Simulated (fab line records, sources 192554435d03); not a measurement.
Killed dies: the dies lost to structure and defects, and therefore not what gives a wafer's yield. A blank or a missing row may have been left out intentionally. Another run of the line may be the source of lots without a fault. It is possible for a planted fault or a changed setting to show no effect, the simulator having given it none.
Chamber matching | flow n5-finfet | 4 sister chambers for N5_BEOL_M11_ALD_74 on ald-metal-03
The step deposits TaN, target thk 2 nm, pulse time 2 s, purge time 3 s. 8 wafers are shown with their chamber, then 7 later ones without.

## WAFERS PAIRED WITH THEIR CHAMBERS
wafer  | chamber | heater-power-w (W)
L088.1 | 0       | 358
L088.3 | 1       | 437
L088.4 | 2       | 454
L090.1 | 3       | 374
L090.3 | 0       | 366
L090.5 | 2       | 461
L092.1 | 1       | 430
L092.2 | 3       | 362

## WAFERS MISSING THEIR CHAMBER
wafer  | heater-power-w (W)
L092.3 | 439
L095.1 | 444
L095.3 | 439
L095.6 | 449
L096.1 | 367
L096.4 | 462
L096.5 | 371

## WHICH CHAMBER EACH WENT THROUGH
wafer  | from the rows above     | in truth
L092.3 | 1                       | 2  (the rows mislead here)
L095.1 | can't be placed: 1 or 2 | 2
L095.3 | 1                       | 1
L095.6 | can't be placed: 2 or 1 | 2
L096.1 | can't be placed: 3 or 0 | 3
L096.4 | 2                       | 2
L096.5 | can't be placed: 3 or 0 | 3
Placed correctly: 2 of 7. Cannot be placed on the basis of these rows: 4; the candidates contain the true chamber in 4. Number placed wrongly: 1.
How it was worked out, from the rows above alone: a wafer's distance from a chamber is the root of the sum, over the readings, of the square of ((its reading less the chamber's mean) divided by the reading's scatter). The wafer belongs to the nearest chamber; if the next one is less than 2 further off, it can't be placed. A chamber's mean is the mean of its shown wafers. The scatter: take each reading less its chamber's mean, square it, sum over the shown wafers, divide by the number of wafers less the number of chambers, and take the root.
